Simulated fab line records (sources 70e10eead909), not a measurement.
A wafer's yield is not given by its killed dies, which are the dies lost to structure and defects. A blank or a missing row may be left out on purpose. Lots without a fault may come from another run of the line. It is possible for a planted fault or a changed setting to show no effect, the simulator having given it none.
Which tool was responsible? | flow nand-harc | 72 wafers from 24 lots sampled at 2 of the route's 1302 steps

== WHAT THE GAUGES READ, wafer by wafer ==
NHARC_A_SGD_CUT_CD_MEAS_09: the cd target is 100 nm. Usual: 99.9 nm for cd-nm, sd 0.57.
lot  | measured     | on        | cd-nm (nm)        | flag
L075 | day 19 04:05 | cd-sem-03 | 100.3 99.9 100.5  |
L074 | day 19 04:15 | cd-sem-01 | 99.9 99.6 101.3   |
L077 | day 20 11:13 | cd-sem-02 | 99.9 99.7 99.5    |
L076 | day 20 11:25 | cd-sem-03 | 100.3 100.9 100.1 |
L078 | day 20 20:22 | cd-sem-02 | 99.8 98.8 99.6    |
L081 | day 21 16:49 | cd-sem-03 | 100.0 100.6 99.7  |
L080 | day 21 17:04 | cd-sem-01 | 100.2 100.9 100.4 |
L079 | day 21 18:28 | cd-sem-03 | 100.2 99.5 100.3  |
L082 | day 22 11:42 | cd-sem-01 | 99.8 100.4 100.4  |
L083 | day 23 12:02 | cd-sem-02 | 99.1 100.2 99.6   |
L085 | day 23 20:59 | cd-sem-02 | 101.3 100.6 100.3 |
L084 | day 23 21:09 | cd-sem-01 | 99.3 99.6 98.9    |
L086 | day 24 00:02 | cd-sem-02 | 99.6 99.7 98.8    |
L087 | day 25 06:32 | cd-sem-02 | 99.6 100.1 100.0  |
L088 | day 25 06:57 | cd-sem-03 | 100.2 100.6 98.6  |
L089 | day 25 14:26 | cd-sem-02 | 99.6 100.0 99.8   |
L090 | day 25 17:17 | cd-sem-03 | 100.1 99.2 99.9   |
L091 | day 26 01:22 | cd-sem-03 | 99.7 100.0 100.2  |
L093 | day 27 07:30 | cd-sem-01 | 99.2 99.9 99.9    |
L092 | day 27 07:40 | cd-sem-02 | 99.6 99.3 98.7    |
L094 | day 27 18:38 | cd-sem-02 | 99.2 99.8 99.4    |
L095 | day 27 19:48 | cd-sem-03 | 100.4 100.2 100.0 |
L097 | day 28 22:35 | cd-sem-03 | 100.7 100.5 99.8  |
L096 | day 28 22:45 | cd-sem-01 | 99.1 99.9 99.0    |

NHARC_A_SGD_CUT_OVL_MEAS_10. Usual: overlay-x-nm 0.1 nm, standard deviation 0.86; overlay-y-nm -0.1 nm, standard deviation 0.85.
lot  | measured     | on         | overlay-x-nm (nm) | overlay-y-nm (nm) | flag
L075 | day 19 04:11 | overlay-01 | -0.7 -0.4 -1.1    | -0.2 -0.1 0.2     |
L074 | day 19 04:20 | overlay-02 | 1.1 0.6 1.1       | -0.9 -0.8 -0.7    |
L077 | day 20 11:19 | overlay-02 | -2.0 -2.2 -2.3    | 0.3 0.8 0.0       |
L076 | day 20 11:30 | overlay-01 | 0.3 0.7 0.7       | 0.3 0.2 0.2       |
L078 | day 20 20:27 | overlay-01 | 0.3 -0.3 -0.2     | 0.0 0.0 -0.4      |
L081 | day 21 16:53 | overlay-01 | 0.8 0.6 1.5       | -1.6 -1.7 -1.5    |
L080 | day 21 17:10 | overlay-02 | -0.4 -0.1 0.1     | -1.0 -1.0 -0.8    |
L079 | day 21 18:32 | overlay-01 | 0.5 0.4 0.2       | 0.2 -0.2 -0.1     |
L082 | day 22 11:47 | overlay-02 | 0.0 -0.1 -0.8     | 0.5 1.2 0.3       |
L083 | day 23 12:07 | overlay-02 | -0.4 -0.1 -0.2    | -0.5 -0.4 -0.4    |
L085 | day 23 21:05 | overlay-01 | 1.3 1.1 1.4       | -2.0 -1.8 -1.6    |
L084 | day 23 21:14 | overlay-02 | -0.3 -0.4 -0.5    | 1.5 1.4 1.0       |
L086 | day 24 00:07 | overlay-01 | -1.3 -1.1 -0.7    | -0.8 -1.1 -0.7    |
L087 | day 25 06:38 | overlay-01 | -0.1 -0.3 0.1     | 0.7 0.9 1.3       |
L088 | day 25 07:02 | overlay-02 | 0.8 -0.1 0.9      | -0.1 -1.1 -0.7    |
L089 | day 25 14:32 | overlay-02 | 0.4 0.1 0.7       | 0.3 0.8 0.7       |
L090 | day 25 17:23 | overlay-01 | -0.6 -0.1 -0.6    | 0.5 0.6 1.3       |
L091 | day 26 01:27 | overlay-01 | -0.3 0.4 0.2      | 0.0 0.1 -0.2      |
L093 | day 27 07:35 | overlay-02 | 1.4 0.9 0.6       | -0.5 -0.6 -0.2    |
L092 | day 27 07:45 | overlay-02 | 1.0 1.3 0.6       | -0.4 -0.7 -0.6    |
L094 | day 27 18:44 | overlay-01 | -0.1 0.6 0.0      | -1.4 -1.3 -1.5    |
L095 | day 27 19:53 | overlay-02 | 0.4 0.0 0.8       | 1.0 1.1 1.3       |
L097 | day 28 22:41 | overlay-01 | 0.8 1.1 0.7       | -0.7 -0.3 -0.6    |
L096 | day 28 22:50 | overlay-02 | -0.2 -1.0 -0.6    | -0.1 0.0 -0.1     |

== TOOL THAT RAN EACH LOT (tool first, then ch and the chambers of the sampled wafers, then the start) ==
The record holds no process step before these readings.

== WHAT THE TOOLS THEMSELVES READ (means of the sampled wafers that have a number; where no wafer has one, the mark that the record gives instead) ==
The record holds no such reading with a usual standard deviation.

== THE ANSWER, worked out from the rows above alone ==
Rule: take the mean of a lot's wafers that have a number; if it is more than 3 standard deviations from the usual mean, the lot is off. A lot without any number at a reading at which 4 lots or more have one is off too. All remaining lots with rows at the step are treated as sound. Order of review: gauges by route order, followed by the tools' own readings, for which a lot's mean as printed above is used. At the first step where some lot is off, the reading lying furthest off is the one used; lots without a number count as furthest.
No lot is off on any of the readings shown, so nothing can be concluded from this.

== WHAT HAD BEEN PUT IN BY THE SIMULATOR ==
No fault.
